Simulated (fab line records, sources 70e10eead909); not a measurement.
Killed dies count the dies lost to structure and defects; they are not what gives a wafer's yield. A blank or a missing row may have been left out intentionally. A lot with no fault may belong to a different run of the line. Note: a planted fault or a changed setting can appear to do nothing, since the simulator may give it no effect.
fab line records | flow nand-harc
record lots=11 | wafers=33 | last-day=29
route steps=1302 shown A_CHANNEL_HOLE_D1@484 A_CHANNEL_FILL_D1@497 END@1302
lots that met no fault: taken from a fault-free run of the same line
start-h: hours from the record's opening day to when the first of the lot's shown wafers began | wait-h: hours elapsed since this lot's preceding step | " repeats the value in the row above | L1.1+2: one row covering several wafers at once | - no value present, or no start provided | * or withheld: withheld | < > ~ a bound
route shown NAME@n: a module of which the file shows steps, and the number in the route of the first | usual: average and standard deviation across the fault-free wafers | same: alike in all rows | chamber/n: place in a boat | sites: the reading at each site | _std_site: the values' standard deviation | _edge_site: the outer-site mean with the inner-site mean subtracted | radius-mm: for every site, how far away it sits from the centre of the wafer | mask NAME#n: copy n | behind: tool/chamber where the wafer was last shaped | hold: why the lot was held/for how many hours/how that ended | device: the n, p or np transistor that did not switch | end of line: tests run on the same wafers once the route is complete | where a step has no rows: the recipe by itself | killed: the dies lost at the first sort to structure and to defects; this is not the yield of the wafer | map: a wafer's dies, x killed, . not, _ none there
set.NAME: the setting that was run; set.NAME@STEP: the one run at that earlier step | model.NAME: the simulator's own value behind a step, which no gauge read
route steps across a sampled set of lots; one table per step, one row per wafer
services: the hour from which a tool's chamber was out of use, counted from the record's first day as start-h (under 0 if before that day), plus the number of hours and why
## steps
# step NHARC_A_CHANNEL_HOLE_D1_STRIP_27
# recipe o2-flow-sccm=500 | ar-flow-sccm=0 | bias-w=0 | chemistry=O2
# usual chamber-pressure-mTorr=60.00/0.054 | drypump-motor-current-A=5.7/0.65 | oes-product-au=1.001/0.0074 | rf-vpp-V=57.7/0.92 | showerhead-plenum-p-Torr=3.47/0.14 | throttle-valve-pct=17.037/0.0088
lot.wafer | tool        | chamber | start-h | wait-h | chamber-pressure-mTorr | drypump-motor-current-A | oes-product-au | rf-hours-counter-h | rf-vpp-V | showerhead-plenum-p-Torr | throttle-valve-pct
L236.4    | rie-diel-05 | 0       | -       | -      | 59.95                  | 5.8                     | 0.998          | 45                 | 57.2     | 3.36                     | 17.061
L236.3    | "           | 1       | "       | "      | 60.04                  | 5.4                     | 1.011          | 40                 | 57.4     | 3.69                     | 17.043
L236.5    | "           | 2       | "       | "      | 59.99                  | 4.7                     | 0.988          | -                  | 59.4     | 3.55                     | 17.024
L237.3    | rie-diel-11 | 1       | -       | -      | 59.96                  | 6.7                     | 0.994          | 10                 | 56.5     | 3.40                     | 17.024
L237.6    | "           | 1       | "       | "      | 59.90                  | 6.7                     | 1.006          | -                  | 56.7     | 3.40                     | 17.039
L237.5    | "           | 2       | "       | "      | 59.97                  | 5.3                     | 1.003          | -                  | 57.3     | 3.44                     | 17.044
L238.2    | rie-diel-05 | 3       | -       | -      | 60.20                  | 6.4                     | 1.011          | 65                 | 59.5     | 3.74                     | 17.031
L238.4    | "           | 0       | "       | "      | 60.00                  | 5.9                     | 0.993          | 54                 | 57.3     | 3.35                     | 17.019
L238.3    | "           | 1       | "       | "      | 60.01                  | 5.4                     | 0.993          | 53                 | 59.0     | 3.68                     | 17.033
L240.4    | rie-diel-11 | 0       | -       | -      | 60.01                  | 5.9                     | 0.994          | 12                 | 57.9     | 3.57                     | 17.038
L240.3    | "           | 2       | "       | "      | 59.94                  | 5.2                     | 0.994          | 12                 | 57.3     | 3.44                     | 17.036
L240.5    | "           | 0       | "       | "      | 59.98                  | 5.9                     | 0.989          | -                  | 58.0     | 3.57                     | 17.051
L241.1    | rie-diel-05 | 1       | -       | -      | 60.01                  | 5.3                     | 1.001          | 2                  | 59.2     | 3.68                     | 17.014
L241.5    | "           | 1       | "       | "      | 59.94                  | 5.3                     | 0.997          | -                  | 59.1     | 3.68                     | 17.047
L241.6    | "           | 2       | "       | "      | 60.01                  | 4.7                     | 1.002          | -                  | 57.3     | 3.54                     | 17.038
L242.4    | rie-diel-05 | 3       | -       | -      | 60.03                  | 6.4                     | 0.997          | 3                  | 59.9     | 3.73                     | 17.051
L242.2    | "           | 0       | "       | "      | 59.96                  | 5.9                     | 0.995          | 3                  | 57.3     | 3.35                     | 17.024
L242.5    | "           | 2       | "       | "      | 60.07                  | 4.6                     | 1.004          | -                  | 56.7     | 3.54                     | 17.043
L244.4    | rie-diel-11 | 2       | -       | -      | 60.00                  | 5.2                     | 0.998          | 1                  | 58.2     | 3.44                     | 17.046
L244.1    | "           | 3       | "       | "      | 60.04                  | 5.1                     | 0.995          | 1                  | 57.2     | 3.32                     | 17.025
L244.5    | "           | 1       | "       | "      | 59.99                  | 6.7                     | 0.997          | -                  | 57.3     | 3.40                     | 17.040
L243.4    | rie-diel-11 | 3       | -       | -      | 60.00                  | 5.0                     | 1.012          | 1                  | 58.5     | 3.32                     | 17.035
L243.3    | "           | 1       | "       | "      | 59.96                  | 6.8                     | 1.005          | 1                  | 57.7     | 3.40                     | 17.028
L243.6    | "           | 2       | "       | "      | 59.97                  | 5.2                     | 1.008          | -                  | 57.6     | 3.44                     | 17.042
L245.2    | rie-diel-11 | 3       | -       | -      | 60.00                  | 5.1                     | 1.010          | 2                  | 56.2     | 3.32                     | 17.039
L245.3    | "           | 0       | "       | "      | 59.93                  | 5.9                     | 0.995          | 1                  | 56.6     | 3.57                     | 17.037
L245.5    | "           | 3       | "       | "      | 60.01                  | 5.1                     | 1.004          | -                  | 57.1     | 3.32                     | 17.040
L246.1    | rie-diel-11 | 2       | -       | -      | 60.02                  | 5.2                     | 1.012          | 3                  | 58.1     | 3.44                     | 17.051
L246.4    | "           | 3       | "       | "      | 60.00                  | 5.1                     | 1.004          | 3                  | 57.7     | 3.32                     | 17.038
L246.3    | "           | 0       | "       | "      | 60.00                  | 5.9                     | 1.002          | 2                  | 58.9     | 3.57                     | 17.048
L247.4    | rie-diel-05 | 2       | -       | -      | 59.96                  | 4.7                     | 0.993          | 21                 | 56.9     | 3.53                     | 17.037
L247.3    | "           | 3       | "       | "      | 60.00                  | 6.3                     | 0.979          | 19                 | 57.1     | 3.72                     | 17.031
L247.1    | "           | 0       | "       | "      | 59.98                  | 5.9                     | 0.996          | 18                 | 55.6     | 3.34                     | 17.041
# step NHARC_A_CHANNEL_FILL_D1_ANNEAL_17
# recipe temp-c=850 | time-s=1800
# usual spike-tc-bottom-C=869.2/1.5 | spike-tc-centre-C=849.9/1.2 | spike-tc-lower-C=849.5/1.2 | spike-tc-top-C=861.4/1.4 | spike-tc-upper-C=849.9/1.8 | tube-center-temp-C=850/0.074 | tube_center_temp_C_max=852.2/0.32 | zone-power-top-pct=29.6/0.4
lot.wafer | tool       | chamber | start-h | wait-h | spike-tc-bottom-C | spike-tc-centre-C | spike-tc-lower-C | spike-tc-top-C | spike-tc-upper-C | tube-center-temp-C | tube_center_temp_C_max | zone-power-top-pct
L236.3    | furnace-05 | 0       | 211.63  | -      | 868.7             | 848.8             | 847.5            | 862.3          | 852.4            | 850.01             | 852.5                  | 29.5
L236.4    | "          | 0       | "       | "      | 869.3             | 848.3             | 847.7            | 863.7          | 851.7            | 850.02             | 851.9                  | 29.0
L236.5    | "          | 0       | "       | "      | 866.2             | 847.6             | 848.2            | 862.9          | 853.1            | 849.96             | 852.0                  | 29.2
L237.3    | furnace-02 | 0       | 225.09  | -      | 871.6             | 850.7             | 850.6            | 861.5          | 848.4            | 850.07             | 852.2                  | 29.7
L237.5    | "          | 0       | "       | "      | 869.7             | 849.5             | 849.1            | 863.1          | 848.3            | 850.06             | 851.9                  | 29.9
L237.6    | "          | 0       | "       | "      | 868.0             | 849.9             | 850.9            | 861.4          | 848.5            | 849.95             | 852.2                  | 29.8
L238.2    | furnace-05 | 0       | 246.20  | -      | 867.6             | 847.6             | 847.3            | 861.5          | 852.1            | 850.11             | 852.2                  | 29.9
L238.3    | "          | 0       | "       | "      | 867.4             | 851.6             | 848.2            | 863.4          | 852.8            | 850.01             | 852.2                  | 29.5
L238.4    | "          | 0       | "       | "      | 867.7             | 850.0             | 848.4            | 863.7          | 852.3            | 850.03             | 852.0                  | 29.6
L240.3    | furnace-02 | 0       | 253.94  | -      | 870.1             | 850.2             | 849.5            | 863.4          | 848.0            | 850.08             | 852.0                  | 29.9
L240.4    | "          | 0       | "       | "      | 868.8             | 848.7             | 848.0            | 860.0          | 847.2            | 850                | 852.1                  | 29.9
L240.5    | "          | 0       | "       | "      | 870.2             | 848.4             | 850.1            | 861.5          | 848.7            | 850.02             | 852.4                  | 30.0
L241.1    | furnace-02 | 0       | 264.23  | -      | 871.5             | 850.3             | 850.3            | 862.5          | 847.1            | 849.99             | 852.3                  | 29.8
L241.5    | "          | 0       | "       | "      | 870.3             | 849.2             | 848.5            | 862.3          | 849.3            | 850.08             | 852.3                  | 30.0
L241.6    | "          | 0       | "       | "      | 871.2             | 850.9             | 849.4            | 860.7          | 847.2            | 849.98             | 852.1                  | 29.8
L242.2    | furnace-01 | 0       | 276.12  | -      | 871.7             | 850.5             | 849.2            | 861.7          | 848.4            | 850.15             | 852.0                  | 29.4
L242.4    | "          | 0       | "       | "      | 868.3             | 849.0             | 848.9            | 859.6          | 851.9            | 849.98             | 852.3                  | 29.5
L242.5    | "          | 0       | "       | "      | 872.3             | 849.8             | 850.1            | 861.0          | 849.0            | 850.26             | 852.1                  | 29.5
L243.3    | furnace-01 | 0       | 288.75  | -      | 869.8             | 848.7             | 849.6            | 859.7          | 851.6            | 850.04             | 852.4                  | 29.0
L243.4    | "          | 0       | "       | "      | 868.9             | 850.2             | 849.1            | 861.0          | 849.0            | 849.95             | 851.6                  | 29.2
L243.6    | "          | 0       | "       | "      | 870.4             | 849.0             | 849.0            | 860.3          | 848.1            | 849.99             | 853.0                  | 29.2
L244.1    | furnace-01 | 0       | 288.75  | -      | 869.8             | 851.1             | 849.9            | 859.2          | 848.2            | 850.17             | 852.5                  | 29.0
L244.4    | "          | 0       | "       | "      | 871.5             | 849.5             | 849.4            | 860.5          | 850.8            | 849.93             | 852.0                  | 29.2
L244.5    | "          | 0       | "       | "      | 869.8             | 851.5             | 848.9            | 859.3          | 849.4            | 850.04             | 852.3                  | 29.2
L245.2    | furnace-05 | 0       | 298.04  | -      | 867.7             | 848.2             | 849.5            | 861.8          | 851.5            | 850.09             | 852.3                  | 29.7
L245.3    | "          | 0       | "       | "      | 866.4             | 847.2             | 848.1            | 862.7          | 851.6            | 849.98             | 851.8                  | 29.4
L245.5    | "          | 0       | "       | "      | 867.9             | 848.2             | 847.8            | 862.8          | 851.9            | 849.93             | 852.2                  | 30.1
L246.1    | furnace-05 | 0       | 310.47  | -      | 865.6             | 848.9             | 847.9            | 862.1          | 851.6            | 850.05             | 852.3                  | 29.7
L246.3    | "          | 0       | "       | "      | 869.4             | 850.0             | 850.0            | 862.7          | 851.7            | 849.98             | 851.9                  | 29.6
L246.4    | "          | 0       | "       | "      | 867.5             | 849.3             | 846.8            | 863.5          | 852.9            | 849.98             | 852.4                  | 29.3
L247.1    | furnace-01 | 0       | 321.88  | -      | 816.2             | 795.8             | 794.2            | 805.1          | 794.4            | 795.13             | 797.6                  | 26.8
L247.3    | "          | 0       | "       | "      | 816.2             | 795.4             | 796.2            | 805.4          | 795.8            | 795.08             | 797.9                  | 26.2
L247.4    | "          | 0       | "       | "      | 816.8             | 796.8             | 794.7            | 805.8          | 796.6            | 795.18             | 798.2                  | 25.6
# step NHARC_A_CHANNEL_FILL_D1_STRIP_28
# recipe time-s=20 | o2-flow-sccm=500 | ar-flow-sccm=0 | bias-w=0 | chemistry=O2
# usual chamber-pressure-mTorr=60.00/0.058 | drypump-motor-current-A=5.9/0.41 | oes-product-au=1.001/0.0078 | rf-vpp-V=58.0/0.86 | showerhead-plenum-p-Torr=3.60/0.13 | throttle-valve-pct=17.036/0.0093
lot.wafer | tool        | chamber | start-h | wait-h | chamber-pressure-mTorr | drypump-motor-current-A | oes-product-au | rf-hours-counter-h | rf-vpp-V | showerhead-plenum-p-Torr | throttle-valve-pct
L236.3    | rie-diel-08 | 2       | 220.40  | 0.1    | 60.02                  | 5.8                     | 1.013          | 1.2                | 57.2     | 3.35                     | 17.033
L236.4    | "           | 3       | "       | "      | 59.98                  | 4.8                     | 0.991          | 1.4                | 56.9     | 3.31                     | 17.036
L236.5    | "           | 1       | "       | "      | 60.06                  | 6.3                     | 0.992          | -                  | 57.3     | 3.77                     | 17.048
L237.3    | rie-diel-07 | 3       | 233.76  | 0.1    | 60.08                  | 5.9                     | 0.992          | 3.9                | 59.0     | 3.58                     | 17.054
L237.5    | "           | 2       | "       | "      | 60.02                  | 5.7                     | 0.998          | -                  | 58.1     | 3.61                     | 17.029
L237.6    | "           | 3       | "       | "      | 60.01                  | 5.9                     | 0.997          | -                  | 58.6     | 3.58                     | 17.031
L238.2    | rie-diel-08 | 2       | 254.80  | 0.1    | 60.11                  | 5.8                     | 1.005          | 3.4                | 57.3     | 3.35                     | 17.034
L238.4    | "           | 3       | "       | "      | 59.90                  | 4.8                     | 0.998          | 4.0                | 57.5     | 3.31                     | 17.029
L238.3    | "           | 0       | "       | "      | 59.85                  | 5.7                     | 0.999          | 3.9                | 58.4     | 3.51                     | 17.031
L240.4    | rie-diel-06 | 0       | 262.88  | 0.1    | 60.02                  | 5.9                     | 1.012          | 4.6                | 58.0     | 3.62                     | 17.040
L240.3    | "           | 2       | "       | "      | 60.00                  | 5.5                     | 0.990          | 4.8                | 57.4     | 3.68                     | 17.032
L240.5    | "           | 0       | "       | "      | 59.98                  | 5.9                     | 1.007          | -                  | 58.3     | 3.62                     | 17.044
L241.1    | rie-diel-06 | 0       | 272.92  | 0.1    | 60.00                  | 5.9                     | 1.014          | 4.7                | 57.8     | 3.62                     | 17.036
L241.5    | "           | 1       | "       | "      | 59.95                  | 6.4                     | 1.007          | -                  | 58.3     | 3.63                     | 17.036
L241.6    | "           | 2       | "       | "      | 59.97                  | 5.5                     | 0.996          | -                  | 58.7     | 3.68                     | 17.025
L242.2    | rie-diel-06 | 2       | 284.81  | 0.1    | 59.91                  | 5.6                     | 1.003          | 5.4                | 58.2     | 3.68                     | 17.031
L242.4    | "           | 1       | "       | "      | 60.04                  | 6.4                     | 1.012          | 3.8                | 56.7     | 3.63                     | 17.022
L242.5    | "           | 3       | "       | "      | 59.95                  | 5.7                     | 1.013          | -                  | 58.3     | 3.67                     | 17.037
L243.4    | rie-diel-06 | 2       | 297.64  | 0.1    | 60.05                  | 5.6                     | 1.007          | 5.6                | 58.6     | 3.68                     | 17.022
L243.3    | "           | 3       | "       | "      | 59.99                  | 5.7                     | 1.010          | 5.4                | 57.1     | 3.67                     | 17.031
L243.6    | "           | 2       | "       | "      | 60.06                  | 5.5                     | 1.001          | -                  | 57.5     | 3.68                     | 17.045
L244.1    | rie-diel-06 | 1       | 297.68  | 0.1    | 60.03                  | 6.4                     | 0.995          | 4.1                | 59.2     | 3.63                     | 17.031
L244.4    | "           | 3       | "       | "      | 60.03                  | 5.7                     | 1.015          | 5.4                | 59.0     | 3.67                     | 17.038
L244.5    | "           | 0       | "       | "      | 60.02                  | 5.9                     | 1.015          | -                  | 59.8     | 3.62                     | 17.059
L245.2    | rie-diel-08 | 1       | 306.69  | 0.1    | 60.01                  | 6.3                     | 1.012          | 6.0                | 59.7     | 3.76                     | 17.033
L245.3    | "           | 3       | "       | "      | 60.15                  | 4.8                     | 1.006          | 7.4                | 57.5     | 3.31                     | 17.047
L245.5    | "           | 0       | "       | "      | 59.99                  | 5.7                     | 1.002          | -                  | 56.3     | 3.51                     | 17.032
L246.1    | rie-diel-08 | 1       | 319.19  | 0.1    | 60.05                  | 6.3                     | 1.014          | 7.2                | 58.4     | 3.76                     | 17.035
L246.3    | "           | 2       | "       | "      | 60.02                  | 5.8                     | 1.008          | 8.0                | 57.4     | 3.35                     | 17.032
L246.4    | "           | 3       | "       | "      | 60.03                  | 4.8                     | 1.001          | 9.0                | 57.7     | 3.31                     | 17.031
L247.4    | rie-diel-06 | 0       | 330.64  | 0.1    | 60.00                  | 5.8                     | 1.002          | 0.5                | 57.9     | 3.62                     | 17.018
L247.1    | "           | 2       | "       | "      | 60.05                  | 5.5                     | 0.992          | 0.6                | 57.9     | 3.68                     | 17.033
L247.3    | "           | 3       | "       | "      | 59.99                  | 5.7                     | 1.005          | 0.5                | 57.2     | 3.67                     | 17.059
# step NHARC_A_CHANNEL_FILL_D1_ALD_25
# recipe target-thk-a=600 | pulse-time-s=10 | ald-cycles=600 | temp-c=300 | material=SiOx
# usual heater-power-w=466/47 | precursor-pulse-height-rel=0.999/0.021
lot.wafer | tool      | chamber | start-h | wait-h | heater-power-w | precursor-pulse-height-rel | since-wet-clean-h
L236.3    | ald-hk-03 | 3       | 233.49  | 1.3    | 495            | 0.992                      | 7
L236.4    | "         | 0       | "       | "      | 454            | 0.997                      | 7
L236.5    | "         | 2       | 235.35  | 3.2    | 363            | 0.999                      | -
L237.3    | ald-hk-02 | 1       | 246.29  | 0.7    | 425            | 0.980                      | 58
L237.6    | "         | 0       | 248.13  | 2.5    | 417            | 1.008                      | -
L237.5    | "         | 1       | "       | "      | 430            | 1.007                      | -
L238.3    | ald-hk-04 | 1       | 266.00  | 2.5    | 550            | 1.014                      | 3
L238.2    | "         | 2       | "       | "      | 455            | 0.987                      | 4
L238.4    | "         | 3       | "       | "      | 467            | 1.017                      | 4
L240.3    | ald-hk-03 | 2       | 274.82  | 0.1    | 361            | 1.008                      | 48
L240.4    | "         | 0       | 276.05  | 1.3    | 470            | 1.032                      | 49
L240.5    | "         | 3       | 277.89  | 3.1    | 493            | 1.011                      | -
L241.1    | ald-hk-02 | 2       | 286.50  | 1.9    | 463            | 0.997                      | 99
L241.5    | "         | 3       | "       | "      | 542            | 1.019                      | -
L241.6    | "         | 0       | "       | "      | 420            | 0.987                      | -
L242.4    | ald-hk-04 | 1       | 297.02  | 0.7    | 542            | 1.013                      | 34
L242.2    | "         | 2       | "       | "      | 443            | 1.007                      | 35
L242.5    | "         | 1       | 299.52  | 3.2    | 542            | 0.974                      | -
L244.1    | ald-hk-04 | 0       | 309.82  | 0.1    | 462            | 1.029                      | 47
L244.4    | "         | 2       | 311.04  | 1.3    | 455            | 1.011                      | 48
L244.5    | "         | 0       | 312.27  | 2.5    | 471            | 1.009                      | -
L243.3    | ald-hk-03 | 0       | 310.42  | 0.7    | 464            | 1.003                      | 84
L243.4    | "         | 2       | 311.65  | 1.9    | 356            | 0.984                      | 85
L243.6    | "         | 3       | "       | "      | 503            | 0.984                      | -
L245.2    | ald-hk-03 | 0       | 318.45  | 0.1    | 466            | 0.975                      | 92
L245.3    | "         | 2       | 319.66  | 1.3    | 358            | 1.014                      | 93
L245.5    | "         | 0       | 320.86  | 2.5    | 460            | 1.003                      | -
L246.4    | ald-hk-03 | 3       | 330.86  | 0.0    | 494            | 1.009                      | 104
L246.3    | "         | 1       | 332.11  | 1.3    | 429            | 0.991                      | 105
L246.1    | "         | 2       | "       | "      | 357            | 1.013                      | 106
L247.1    | ald-hk-02 | 0       | 343.31  | 0.1    | 433            | 1.027                      | 155
L247.4    | "         | 1       | "       | "      | 430            | 1.031                      | 156
L247.3    | "         | 2       | "       | "      | 478            | 0.967                      | 157
# step NHARC_END_SORT_01
# recipe temp-c=25
# usual killed-at-array=54/20 | killed-at-other=0.9/1.1 | killed-at-periphery=3.8/2.4 | killed-dies=58/20 | killed-open=3.5/1.9 | killed-short=2.5/1.6
# same gross-dies=677
lot.wafer | tool      | chamber | start-h | wait-h | killed-at-array | killed-at-other | killed-at-periphery | killed-dies | killed-open | killed-short
L247.1    | prober-02 | 0       | 681.96  | 2.5    | 69              | 2               | 6                   | 77          | 10          | 4
L247.3    | prober-02 | 0       | 683.58  | 3.1    | 32              | 2               | 5                   | 39          | 4           | 3
L247.4    | prober-02 | 0       | 684.40  | 3.4    | 60              | 1               | 7                   | 68          | 6           | 1
# killed by level:class
L247.1 A_SLIT:chamber-film-flake=31 A_CHANNEL_HOLE_D1:chamber-film-flake=7 A_STAIRCASE:chamber-film-flake=6 A_CONTACT:chamber-film-flake=5 P_M0:chamber-film-flake=4 A_SGD_CUT:chamber-film-flake=4 A_CHANNEL_FILL_D2:geometric-particle:open=3 A_CONTACT:geometric-particle:open=2
L247.3 A_SLIT:chamber-film-flake=13 A_CONTACT:chamber-film-flake=6 P_M0:chamber-film-flake=3 A_CHANNEL_HOLE_D1:chamber-film-flake=3 A_WL_FILL:chamber-film-flake=3 A_BLC:geometric-particle:open=2 P_GATE:geometric-particle:open=1 P_CONTACT:geometric-particle:open=1
L247.4 A_SLIT:chamber-film-flake=34 A_SGD_CUT:chamber-film-flake=6 P_M0:chamber-film-flake=5 A_STAIRCASE:chamber-film-flake=4 A_CONTACT:chamber-film-flake=4 A_CHANNEL_HOLE_D1:chamber-film-flake=3 A_SOURCE_PLATE:geometric-particle:open=2 P_ZERO_WELL:chamber-film-flake=2
## services
tool        | chamber | start-h | hours | kind
ald-hk-03   | -       | 170.93  | 1.5   | repair
rie-diel-05 | 1       | 173.70  | 14.1  | repair
ald-hk-02   | -       | 179.19  | 10.0  | pm
rie-diel-11 | 0       | 185.51  | -     | clean
rie-diel-11 | 1       | 185.51  | -     | clean
rie-diel-11 | 2       | 185.51  | -     | clean
rie-diel-06 | 1       | 190.30  | 13.6  | repair
rie-diel-08 | -       | 190.83  | 9.0   | pm
furnace-01  | -       | 209.56  | 26.0  | pm
ald-hk-03   | -       | 218.03  | 10.0  | pm
rie-diel-06 | 1       | 231.66  | 13.3  | repair
rie-diel-05 | -       | 232.68  | 9.0   | pm
rie-diel-08 | 3       | 234.92  | 3.8   | repair
rie-diel-06 | -       | 245.53  | 13.0  | repair
ald-hk-04   | -       | 254.00  | 10.0  | pm
rie-diel-11 | -       | 255.51  | 9.0   | pm
rie-diel-08 | 0       | 270.70  | 6.7   | repair
rie-diel-05 | 1       | 285.67  | 15.1  | repair
rie-diel-07 | -       | 294.20  | 9.0   | pm
rie-diel-07 | 2       | 306.39  | 11.2  | repair
rie-diel-06 | -       | 307.20  | 9.0   | pm
rie-diel-07 | 2       | 323.13  | 7.8   | repair
rie-diel-05 | 3       | 324.57  | 5.5   | repair
rie-diel-07 | -       | 330.06  | 0.1   | repair
## key
first-sign step=NHARC_A_CHANNEL_FILL_D1_ANNEAL_17 | reading=tube-center-temp-C | direction=down | sigmas=99+ | usual=* | struck=*
effect step=NHARC_A_CHANNEL_FILL_D1_ANNEAL_17 | reading=tube_center_temp_C_max | direction=down | sigmas=99+ | usual=* | struck=*
met-at NHARC_A_CHANNEL_FILL_D1_ANNEAL_17
struck-lots L247
tester-left-out L247
not-acting-at NHARC_A_CHANNEL_HOLE_D1_STRIP_27,NHARC_A_CHANNEL_FILL_D1_STRIP_28,NHARC_A_CHANNEL_FILL_D1_ALD_25
onset-between 288.75 321.88
fault kind=process-parameter-drift | tool=furnace-01 | chamber=- | onset-h=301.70 | steps=NHARC_A_CHANNEL_FILL_D1_ANNEAL_17 | channel=temp-c | offset=* | shape=step | end-h=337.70 | acts-in=* | stated=*
# tester-left-out: of these lots the tester's yield and bins aren't shown, on N5 and GAA mostly nor the transistor test; their killed dies are dies lost to structure and defects alone, not to doping, threshold or leakage, so they don't give the yield
